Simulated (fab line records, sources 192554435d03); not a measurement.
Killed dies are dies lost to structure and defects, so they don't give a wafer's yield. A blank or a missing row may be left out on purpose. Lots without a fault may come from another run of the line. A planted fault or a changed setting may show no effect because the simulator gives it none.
Which tool did it? | flow n5_finfet | 10 lots, 29 wafers sampled, at 4 steps of a route of 1938

WHAT THE GAUGES READ, wafer by wafer
N5_MIM_BOT_LITHO_INSPECT_12: inspects for defects (macro).
lot  | measured     | on                | raw_defect_count
L855 | day 12 10:10 | defect_inspect-01 | 1 0 0
L858 | day 12 21:44 | defect_inspect-02 | 0 3 1
L860 | day 13 13:22 | defect_inspect-01 | 3 1 2
L865 | day 14 16:20 | defect_inspect-01 | 2 2
L868 | day 15 07:40 | defect_inspect-02 | 4 3 1
L870 | day 16 09:38 | defect_inspect-01 | 2 1 2
L873 | day 16 19:16 | defect_inspect-01 | 0 3 0
L872 | day 16 22:53 | defect_inspect-01 | 2 2 2
L875 | day 17 06:56 | defect_inspect-01 | 4 2 2
L876 | day 17 19:53 | defect_inspect-01 | 0 7 2

N5_PASSIVATION_INSPECT_61: inspects for defects (macro).
lot  | measured     | on                | raw_defect_count
L855 | day 12 12:01 | defect_inspect-01 | 3 2 6
L858 | day 13 01:07 | defect_inspect-02 | 2 3 4
L860 | day 13 17:41 | defect_inspect-02 | 1 5 4
L865 | day 14 18:22 | defect_inspect-02 | >300 >300
L868 | day 15 13:07 | defect_inspect-02 | >300 >300 >300
L870 | day 16 11:28 | defect_inspect-02 | 3 4 0
L873 | day 16 20:50 | defect_inspect-02 | 1 1 3
L872 | day 17 00:27 | defect_inspect-02 | 1 2 4
L875 | day 17 09:44 | defect_inspect-02 | 1 2 2
L876 | day 17 22:36 | defect_inspect-01 | 0 3 1

WHICH TOOL RAN EACH LOT (tool, then ch and the chambers of the sampled wafers, then the start)
lot  | N5_BEOL_M15_SPUTTER_43       | N5_MIM_BOT_ETCH_ETCH_04
L855 | pvd_sputter-01, day 12 03:50 | rie_diel-04 ch 0,1,3, day 12 10:16
L858 | pvd_sputter-03, day 12 16:45 | rie_diel-01 ch 0,2,3, day 12 21:50
L860 | pvd_sputter-01, day 13 07:20 | rie_diel-01 ch 2,3, day 13 13:28
L865 | pvd_sputter-03, day 14 09:35 | rie_diel-01 ch 0,1, day 14 16:26
L868 | pvd_sputter-03, day 15 01:14 | rie_diel-01 ch 1,2, day 15 07:46
L870 | pvd_sputter-02, day 16 00:17 | rie_diel-06 ch 0,1,2, day 16 09:44
L873 | pvd_sputter-03, day 16 13:07 | rie_diel-06 ch 0,3, day 16 19:22
L872 | pvd_sputter-01, day 16 16:44 | rie_diel-06 ch 1,2,3, day 16 22:59
L875 | pvd_sputter-02, day 17 00:21 | rie_diel-06 ch 0,1,3, day 17 07:02
L876 | pvd_sputter-02, day 17 13:32 | rie_diel-06 ch 0,1,2, day 17 19:59
- N5_BEOL_M15_SPUTTER_43: material TaN, target thk 15 nm, time 24.19 s.
- N5_MIM_BOT_ETCH_ETCH_04: etches SiNx in CF4/O2, target depth 26 nm, time 13 s.

WHAT THE TOOLS THEMSELVES READ (means of the sampled wafers that have a number; where no wafer has one, the mark that the record gives instead)
N5_BEOL_M15_SPUTTER_43.
lot  | tool           | throttle_valve_pct (%)
L855 | pvd_sputter-01 | 30.0
L858 | pvd_sputter-03 | 29.7
L860 | pvd_sputter-01 | 30.0
L865 | pvd_sputter-03 | 28.5
L868 | pvd_sputter-03 | 29.3
L870 | pvd_sputter-02 | 30.3
L873 | pvd_sputter-03 | 28.9
L872 | pvd_sputter-01 | 30.3
L875 | pvd_sputter-02 | 30.8
L876 | pvd_sputter-02 | 30.0

N5_MIM_BOT_ETCH_ETCH_04.
lot  | tool        | chamber_pressure_mTorr (mTorr) | drypump_motor_current_A (A) | oes_product_au (a.u.) | rf_vpp_V (V) | showerhead_plenum_p_Torr (Torr) | throttle_valve_pct (%)
L855 | rie_diel-04 | 40.03                          | 5.6                         | 0.76                  | 239.8        | 2.14                            | 15.98
L858 | rie_diel-01 | 40.00                          | 5.6                         | 0.80                  | 239.0        | 2.22                            | 16.01
L860 | rie_diel-01 | 40.00                          | 5.6                         | 0.73                  | 238.7        | 2.20                            | 15.96
L865 | rie_diel-01 | 39.95                          | 5.1                         | 0.83                  | 238.6        | 2.20                            | 15.97
L868 | rie_diel-01 | 39.99                          | 5.0                         | 0.77                  | 237.7        | 2.15                            | 15.86
L870 | rie_diel-06 | 40.00                          | 5.4                         | 0.81                  | 237.8        | 2.19                            | 15.95
L873 | rie_diel-06 | 40.01                          | 5.9                         | 0.69                  | 239.5        | 2.26                            | 16.27
L872 | rie_diel-06 | 40.02                          | 5.8                         | 0.80                  | 237.3        | 2.18                            | 15.94
L875 | rie_diel-06 | 39.98                          | 5.9                         | 0.75                  | 237.8        | 2.22                            | 16.06
L876 | rie_diel-06 | 40.03                          | 5.4                         | 0.79                  | 238.1        | 2.19                            | 15.99

THE ANSWER, worked out from the rows above alone
Rule: what is usual is taken from the lots themselves. Put in order of their means at a reading, lots are off if they are a third of the lots or fewer, leave a main group of 4 or more, and stand apart from it by a gap of 3 or more times the standard deviation of the main group's means; of several such gaps the widest counts. A main group whose means are all the same, to the digits that the tables above print for the reading, isn't used. A lot without any number at a reading at which 4 lots or more have one is off too. The other lots that the step has rows for count as sound. The gauges are gone through in route order, then the tools' own readings, and for those a lot's mean is taken as printed above. The first step at which some lot is off is used, and at that step the reading that is off furthest; a lot without a number counts as furthest.
Off: L865, L868, at N5_PASSIVATION_INSPECT_61 (raw_defect_count). Without a number there: L865, L868. The main group: mean 2.4, standard deviation 0.79.
A tool fits if, at a process step before that reading, it ran every lot that is off, and no sound lot after the first of them. The gauges at N5_PASSIVATION_INSPECT_61 are tried like those tools. One fits: rie_diel-01 at N5_MIM_BOT_ETCH_ETCH_04. Its last sound lot is L860 (day 13 13:28), its first lot that is off L865 (day 14 16:26): a fault that began between those two fits.

WHAT THE SIMULATOR HAD PUT IN
Chamber particle source: rie_diel-01, from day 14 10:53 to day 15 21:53, at N5_MIM_BOT_ETCH_ETCH_04. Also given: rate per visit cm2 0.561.
Lots struck among those shown: L865, L868. The rule above found the same.
